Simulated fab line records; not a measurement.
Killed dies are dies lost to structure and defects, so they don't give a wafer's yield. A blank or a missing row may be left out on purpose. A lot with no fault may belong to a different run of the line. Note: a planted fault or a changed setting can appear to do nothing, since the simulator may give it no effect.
Matching of chambers + flow nand-harc + rie-diel-11 running NHARC_A_M0_STRIP_18: 4 sister chambers
The step strips in N2/H2. 16 wafers are shown with their chamber, then 8 later ones without.

== EACH WAFER AND ITS CHAMBER ==
| wafer  | chamber | drypump-motor-current-A (A) | oes-product-au (a.u.) | throttle-valve-pct (%) |
|--------|---------|-----------------------------|-----------------------|------------------------|
| L612.1 | 0       | 6.0                         | 0.998                 | 14.160                 |
| L612.2 | 3       | 4.9                         | 0.992                 | 14.184                 |
| L612.5 | 0       | 5.9                         | 0.993                 | 14.168                 |
| L611.1 | 0       | 5.9                         | 0.994                 | 14.165                 |
| L611.5 | 2       | 6.3                         | 1.003                 | 14.168                 |
| L611.6 | 3       | 4.9                         | 0.992                 | 14.177                 |
| L616.2 | 0       | 5.9                         | 0.994                 | 14.182                 |
| L616.3 | 2       | 6.3                         | 0.996                 | 14.185                 |
| L616.6 | 0       | 6.0                         | 0.992                 | 14.172                 |
| L622.2 | 1       | 5.6                         | 0.988                 | 14.179                 |
| L622.5 | 0       | 5.9                         | 1.005                 | 14.182                 |
| L622.6 | 3       | 4.9                         | 1.001                 | 14.172                 |
| L623.1 | 0       | 5.9                         | 1.002                 | 14.177                 |
| L623.5 | 3       | 4.9                         | 1.004                 | 14.181                 |
| L623.6 | 2       | 6.3                         | 0.999                 | 14.175                 |
| L624.3 | 3       | 4.9                         | 0.984                 | 14.162                 |

SIGNATURES (averages over the wafers above)
| reading                 | chamber 0 | chamber 1 | chamber 2 | chamber 3 | scatter within a chamber |
|-------------------------|-----------|-----------|-----------|-----------|--------------------------|
| drypump-motor-current-A | 5.929     | 5.600     | 6.300     | 4.900     | 0.0345                   |
| oes-product-au          | 0.99686   | 0.98800   | 0.99933   | 0.99460   | 0.00598                  |
| throttle-valve-pct      | 14.17229  | 14.17900  | 14.17600  | 14.17520  | 0.00855                  |
Rule: a wafer lies at a distance from a chamber equal to the root of the sum of squares, over the readings, of (its reading less the chamber's mean, divided by the reading's scatter). The wafer belongs to the nearest chamber; if the next one is less than 2 further off, it can't be placed. The scatter: take each reading less its chamber's mean, square it, sum over the shown wafers, divide by the number of wafers less the number of chambers, and take the root.

== WAFERS WHOSE CHAMBER IS MISSING ==
| wafer  | drypump-motor-current-A (A) | oes-product-au (a.u.) | throttle-valve-pct (%) |
|--------|-----------------------------|-----------------------|------------------------|
| L624.5 | 6.3                         | 1.003                 | 14.169                 |
| L624.6 | 5.6                         | 0.969                 | 14.169                 |
| L627.1 | 6.0                         | 1.000                 | 14.161                 |
| L627.3 | 5.6                         | 0.978                 | 14.172                 |
| L627.5 | 5.9                         | 0.998                 | 14.163                 |
| L631.1 | 5.9                         | 0.997                 | 14.178                 |
| L631.3 | 5.6                         | 0.988                 | 14.191                 |
| L631.6 | 4.9                         | 0.988                 | 14.174                 |

== CHAMBER TAKEN BY EACH ==
| wafer  | from the rows above | in truth |
|--------|---------------------|----------|
| L624.5 | 2                   | 2        |
| L624.6 | 1                   | 1        |
| L627.1 | 0                   | 0        |
| L627.3 | 1                   | 1        |
| L627.5 | 0                   | 0        |
| L631.1 | 0                   | 0        |
| L631.3 | 1                   | 1        |
| L631.6 | 3                   | 3        |
Correct placement for 8 of the 8. Number that these rows cannot place: 0. Placed wrongly: 0.
